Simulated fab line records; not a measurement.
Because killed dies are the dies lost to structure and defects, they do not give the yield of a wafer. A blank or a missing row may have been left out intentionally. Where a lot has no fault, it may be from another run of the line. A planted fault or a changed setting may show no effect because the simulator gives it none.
Split-lot study :: flow n5_finfet :: 21 wafers read across 7 lots, on a route 1938 steps long

== SPLIT DETAILS ==
At N5_PASSIVATION_EXPOSE_27 (exposes mask PAD, defocus 0 nm), the setting dose_mj was moved away from the recipe's 32.3 on 11 of the 21 wafers read, by -4.6% to +5.0%. For the rest of the wafers, this setting stayed at what the recipe calls for.

== FROM THE SPLIT TO THE READING: what the file shows between them, 3 steps ==
- N5_PASSIVATION_PEB_28
- N5_PASSIVATION_DEVELOP_29: develop time 60 s
- N5_PASSIVATION_HARDBAKE_31: time 120 s

== THE READING ==
Shown in nm: cd_nm at N5_PASSIVATION_CD_MEAS_30, with target cd 4000 nm. Fault-free wafers of this fab line usually give 4000.1 nm, standard deviation 1.8 nm.

wafer: L077.2
tool, chamber at the split: krf_scanner-02, 0
dose_mj as run: 32.3
against the recipe: recipe
cd_nm, nm: 4000.5
against lot-mates on the recipe: -

wafer: L077.4
tool, chamber at the split: krf_scanner-02, 0
dose_mj as run: 32.3
against the recipe: recipe
cd_nm, nm: 3999.7
against lot-mates on the recipe: -

wafer: L077.6
tool, chamber at the split: krf_scanner-02, 0
dose_mj as run: 33.92
against the recipe: +5.0%
cd_nm, nm: 4008.6
against lot-mates on the recipe: +8.5

wafer: L084.2
tool, chamber at the split: krf_scanner-02, 0
dose_mj as run: 30.83
against the recipe: -4.6%
cd_nm, nm: 3992.7
against lot-mates on the recipe: no lot-mate on the recipe

wafer: L084.3
tool, chamber at the split: krf_scanner-02, 0
dose_mj as run: 30.83
against the recipe: -4.6%
cd_nm, nm: 3990.3
against lot-mates on the recipe: no lot-mate on the recipe

wafer: L084.5
tool, chamber at the split: krf_scanner-02, 0
dose_mj as run: 30.83
against the recipe: -4.6%
cd_nm, nm: 3993.4
against lot-mates on the recipe: no lot-mate on the recipe

wafer: L089.1
tool, chamber at the split: krf_scanner-01, 0
dose_mj as run: 30.8
against the recipe: -4.6%
cd_nm, nm: 3991.4
against lot-mates on the recipe: -7.3

wafer: L089.4
tool, chamber at the split: krf_scanner-01, 0
dose_mj as run: 32.3
against the recipe: recipe
cd_nm, nm: 3998.7
against lot-mates on the recipe: -

wafer: L089.6
tool, chamber at the split: krf_scanner-01, 0
dose_mj as run: 30.8
against the recipe: -4.6%
cd_nm, nm: 3990.7
against lot-mates on the recipe: -8.0

wafer: L093.1
tool, chamber at the split: krf_scanner-02, 0
dose_mj as run: 33.78
against the recipe: +4.6%
cd_nm, nm: 4006.8
against lot-mates on the recipe: +4.5

wafer: L093.3
tool, chamber at the split: krf_scanner-02, 0
dose_mj as run: 32.3
against the recipe: recipe
cd_nm, nm: 4003.1
against lot-mates on the recipe: -

wafer: L093.6
tool, chamber at the split: krf_scanner-02, 0
dose_mj as run: 32.3
against the recipe: recipe
cd_nm, nm: 4001.5
against lot-mates on the recipe: -

wafer: L090.4
tool, chamber at the split: krf_scanner-02, 0
dose_mj as run: 31.5
against the recipe: -2.5%
cd_nm, nm: 3996.9
against lot-mates on the recipe: -5.2

wafer: L090.5
tool, chamber at the split: krf_scanner-02, 0
dose_mj as run: 32.3
against the recipe: recipe
cd_nm, nm: 4002.1
against lot-mates on the recipe: -

wafer: L090.6
tool, chamber at the split: krf_scanner-02, 0
dose_mj as run: 31.5
against the recipe: -2.5%
cd_nm, nm: 3998.0
against lot-mates on the recipe: -4.1

wafer: L092.1
tool, chamber at the split: krf_scanner-02, 0
dose_mj as run: 32.3
against the recipe: recipe
cd_nm, nm: 4002.1
against lot-mates on the recipe: -

wafer: L092.3
tool, chamber at the split: krf_scanner-02, 0
dose_mj as run: 32.3
against the recipe: recipe
cd_nm, nm: 4000.1
against lot-mates on the recipe: -

wafer: L092.4
tool, chamber at the split: krf_scanner-02, 0
dose_mj as run: 32.3
against the recipe: recipe
cd_nm, nm: 3996.6
against lot-mates on the recipe: -

wafer: L096.2
tool, chamber at the split: krf_scanner-01, 0
dose_mj as run: 31.25
against the recipe: -3.3%
cd_nm, nm: 3996.5
against lot-mates on the recipe: -5.1

wafer: L096.3
tool, chamber at the split: krf_scanner-01, 0
dose_mj as run: 31.25
against the recipe: -3.3%
cd_nm, nm: 3997.6
against lot-mates on the recipe: -4.0

wafer: L096.6
tool, chamber at the split: krf_scanner-01, 0
dose_mj as run: 32.3
against the recipe: recipe
cd_nm, nm: 4001.6
against lot-mates on the recipe: -

THE FIT
A straight line over all 21 wafers: cd_nm changes by +1.67 nm for each +1% of dose_mj; r = +0.94; the points scatter about the line by 1.8 nm.
The same after taking each lot's own level away (the mean of its wafers on the recipe; 18 wafers): +1.5 nm for each +1%; r = +0.95; scatter 1.3 nm.
The reading moves by 7.5 nm for the largest change in dose_mj, on that fit.
From 3998.70 to 4002.30 nm: that is the span of the lots' own levels, equal to 2.0 times the standard deviation above.
So the lot-to-lot level changes the slope: the two fits differ.
Check: +6.74 nm against its lot-mates is what the line predicts for one of the wafers moved furthest among these (+5.0%) when that wafer is left out of the fit. Against them it came out at +8.5 nm.

== OTHER SPLITS ON THESE WAFERS ==
These wafers also went through other splits before the reading. Each is held against what the fit with the lots' levels taken away leaves over:
other split on the same wafers: N5_BEOL_M13_SPUTTER_45 power_w
wafers away from the commonest value: 3
r with cd_nm (lot level and that fit taken away): +0.07

other split on the same wafers: N5_BEOL_M14_SPUTTER_43 time_s
wafers away from the commonest value: 6
r with cd_nm (lot level and that fit taken away): +0.08

other split on the same wafers: N5_BEOL_M15_EXPOSE_25 dose_mj
wafers away from the commonest value: 9
r with cd_nm (lot level and that fit taken away): -0.18

other split on the same wafers: N5_BEOL_M15_PEB_26 peb_temp_c
wafers away from the commonest value: 9
r with cd_nm (lot level and that fit taken away): +0.06

== FILE'S OWN FIT ==
cd_nm changes by +1.48 nm for each +1% of dose_mj, r = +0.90.
